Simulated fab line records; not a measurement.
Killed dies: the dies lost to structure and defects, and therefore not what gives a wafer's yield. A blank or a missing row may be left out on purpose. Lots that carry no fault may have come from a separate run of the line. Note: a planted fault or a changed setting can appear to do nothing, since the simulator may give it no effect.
8D (eight disciplines) problem report, filled in by code || flow n5_finfet || the parts of the form that need people (team, actions taken, sign-off) are left out

## 1. PROBLEM STATEMENT
A mean of 1126 is read at N5_PASSIVATION_PROBE_49 for killed_at_front_end, taken on 1 wafer of 1 lot, against 36 (standard deviation 12) on wafers free of any fault. Relative to the usual mean, that is a shift of +91 standard deviations.
The first sign was on wafer L893.5 at day 16 22:06, on prober-02. The record holds 2 wafers of 1 lot with a number at this step. By rule, "out" or "out of limits" means more than 4 standard deviations away from the usual mean. Any other wafer with a number is counted as sound.

## 2. WHAT THIS IS AND IS NOT
{"question": "which readings at this step", "is": "killed_at_front_end, defect_limited_yield, killed_dies, killed_on_rim, sort_bin_5_function, sort_n_pass, sort_yield_pct", "is not": "killed_at_M0_to_M3, killed_at_M4_up, killed_at_contacts, killed_at_other, killed_open, killed_short, sort_bin_6_memory"}
{"question": "which lots", "is": "L893", "is not": "-"}
{"question": "which wafers of those lots", "is": "L893.5", "is not": "L893.6"}
{"question": "read on which tools", "is": "prober-02", "is not": "-"}
{"question": "when", "is": "from day 16 22:06", "is not": "up to then (0 sound wafers); but 1 sound wafer of L893 came after"}

## 3. THE SUSPECTS, EACH WITH WHAT RULES IT OUT
Counting: a tool at a process step up to the reading stays a suspect if it ran every lot that is out. Sound lots after the first of them don't rule it out here, since some wafers of a struck lot are sound.
- rie_diel-05 at N5_PMOS_HMC_CHANNEL_EPI_HM_OPEN_15 (chemistry CHF3/O2, target SiO2, target depth 40.6 nm, time 20.3 s): kept. It ran the lot that is out, L893 (day 6 11:14).
- rie_metal-01 at N5_MIM_TOP_ETCH_ETCH_00 (etches TiN in Cl2/BCl3, target depth 38.5 nm): kept. It ran the lot that is out, L893 (day 16 13:07).
- prober-02 at N5_PASSIVATION_PROBE_49: kept. It ran the lot that is out, L893 (day 16 22:06). On those wafers its own readings are out: defect_limited_yield, killed_at_front_end, killed_dies, killed_on_rim, sort_bin_5_function, sort_n_pass, sort_yield_pct.
- Within rie_diel-05 at N5_PMOS_HMC_CHANNEL_EPI_HM_OPEN_15: the wafers that are out ran in chamber 2; their sound lot-mates ran in chamber 3.
rie_diel-05 at N5_PMOS_HMC_CHANNEL_EPI_HM_OPEN_15, rie_metal-01 at N5_MIM_TOP_ETCH_ETCH_00 and prober-02 at N5_PASSIVATION_PROBE_49 are what is left after counting.

## 4. THE CAUSE (what the simulator had put in)
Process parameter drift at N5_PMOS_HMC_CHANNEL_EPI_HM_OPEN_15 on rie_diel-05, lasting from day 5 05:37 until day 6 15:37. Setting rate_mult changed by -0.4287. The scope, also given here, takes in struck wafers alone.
3 suspects survive the count, and this tool is in that group.

## 5. THE CHAIN OF EFFECTS, in route order
Rows list readings where the struck wafers' mean (over those with a number) sits beyond 3 standard deviations from the usual. Only readings whose record carries a usual standard deviation are examined. hours: median over the lots of the time between each lot's start at the first step of this table that gives one and its start at this step. sigmas: the change, counted in usual standard deviations.
{"hours": 0, "step": "N5_PASSIVATION_PROBE_49", "reading": "defect_limited_yield", "usual": "91.7 %", "on struck wafers": 0.0, "change": -91.7, "sigmas": -54}
{"hours": 0, "step": "N5_PASSIVATION_PROBE_49", "reading": "killed_at_front_end", "usual": 36, "on struck wafers": 1126, "change": "+1090", "sigmas": "+91"}
{"hours": 0, "step": "N5_PASSIVATION_PROBE_49", "reading": "killed_dies", "usual": 98, "on struck wafers": 1180, "change": "+1082", "sigmas": "+54"}
{"hours": 0, "step": "N5_PASSIVATION_PROBE_49", "reading": "killed_on_rim", "usual": 13, "on struck wafers": 152, "change": "+139", "sigmas": "+31"}
{"hours": 0, "step": "N5_PASSIVATION_PROBE_49", "reading": "sort_bin_5_function", "usual": "4.8 %", "on struck wafers": 96.9, "change": "+92.1", "sigmas": "+84"}
{"hours": 0, "step": "N5_PASSIVATION_PROBE_49", "reading": "sort_n_pass", "usual": 1082, "on struck wafers": 0, "change": -1082, "sigmas": -54}
{"hours": 0, "step": "N5_PASSIVATION_PROBE_49", "reading": "sort_yield_pct", "usual": "91.7 %", "on struck wafers": 0.0, "change": -91.7, "sigmas": -54}
The process steps in it:
- N5_PASSIVATION_PROBE_49

## 6. WHAT WOULD HAVE CAUGHT IT SOONER
First out-of-limits reading in this record: day 16 22:06, which is 280 hours after fault onset at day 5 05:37.
Tool readings at N5_PMOS_HMC_CHANNEL_EPI_HM_OPEN_15 with a usual standard deviation given in the record: none out on any struck wafer, hence no alarm at a limit of 4 standard deviations on them.
The start of N5_PMOS_HMC_CHANNEL_EPI_HM_OPEN_15 on rie_diel-05 came by day 16 22:06 for every one of the lots that are out (1). Holding the tool at that point would not have protected any of them.
